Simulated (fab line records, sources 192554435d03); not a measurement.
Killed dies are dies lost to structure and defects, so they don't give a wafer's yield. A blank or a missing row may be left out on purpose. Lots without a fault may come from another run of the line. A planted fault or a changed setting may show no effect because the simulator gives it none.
Problem report in the 8D (eight disciplines) form, filled by code | flow n5_finfet | the parts of the form that need people (team, actions taken, sign-off) are left out

1. THE PROBLEM
spin_speed_rpm at N5_BEOL_M11_COAT_59 reads a mean of 1456.9 rpm on 9 wafers of 3 lots; wafers without a fault read 1499.8 rpm with a standard deviation of 0.89. That is -48 standard deviations from the usual mean.
The step: time 60 s, resist thk 100 nm.
First seen on wafer L748.3, day 13 03:10, on litho_track-01. The record holds 32 wafers of 11 lots with a number at this step. Rule for "out", or "out of limits": more than 4 standard deviations from the usual mean. The other wafers with a number count as sound.

2. WHAT IT IS AND WHAT IT IS NOT
question                    | is                     | is not
which readings at this step | spin_speed_rpm         | -
which lots                  | L748, L751, L752       | L741, L744, L745, L749, L760, L762, L763, L764
which wafers of those lots  | all that have a number | -
read on which tools         | litho_track-01         | litho_track-03, litho_track-05
when                        | from day 13 03:10      | up to then (8 sound wafers); but 15 sound wafers of L749, L760, L762, L763, L764 came after

3. SUSPECTS, AND WHAT RULES EACH OUT
Counting: a tool at a process step up to the reading stays a suspect if it ran every lot that is out and no sound lot after the first of them.
- litho_track-01 at N5_BEOL_M11_COAT_59 (time 60 s, resist thk 100 nm): ruled out as a lasting fault. Sound lots L764 ran on it after its first lot that is out, L748 (day 13 03:10).
Left after counting: nothing in the record.

4. THE CAUSE (what the simulator had put in)
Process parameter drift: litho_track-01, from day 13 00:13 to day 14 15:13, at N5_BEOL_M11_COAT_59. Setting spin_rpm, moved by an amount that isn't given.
Counting ruled it out, wrongly.

5. THE CHAIN OF EFFECTS, in route order
Each row: a reading whose mean over the struck wafers that have a number lies more than 3 standard deviations from the usual. Only readings for which the record gives a usual standard deviation are gone through. hours: the time from each lot's start at the first step in this table that gives one to its start at this step, as a median over the lots. sigmas: the change in usual standard deviations.
hours | step                | reading        | usual      | on struck wafers | change | sigmas
0     | N5_BEOL_M11_COAT_59 | spin_speed_rpm | 1499.8 rpm | 1456.9           | -42.9  | -48
The process steps in it:
- N5_BEOL_M11_COAT_59: time 60 s, resist thk 100 nm.

6. WHAT WOULD HAVE CAUGHT IT SOONER
In this record the first reading out of limits was taken at day 13 03:10, 3 hours after the fault began at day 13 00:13.
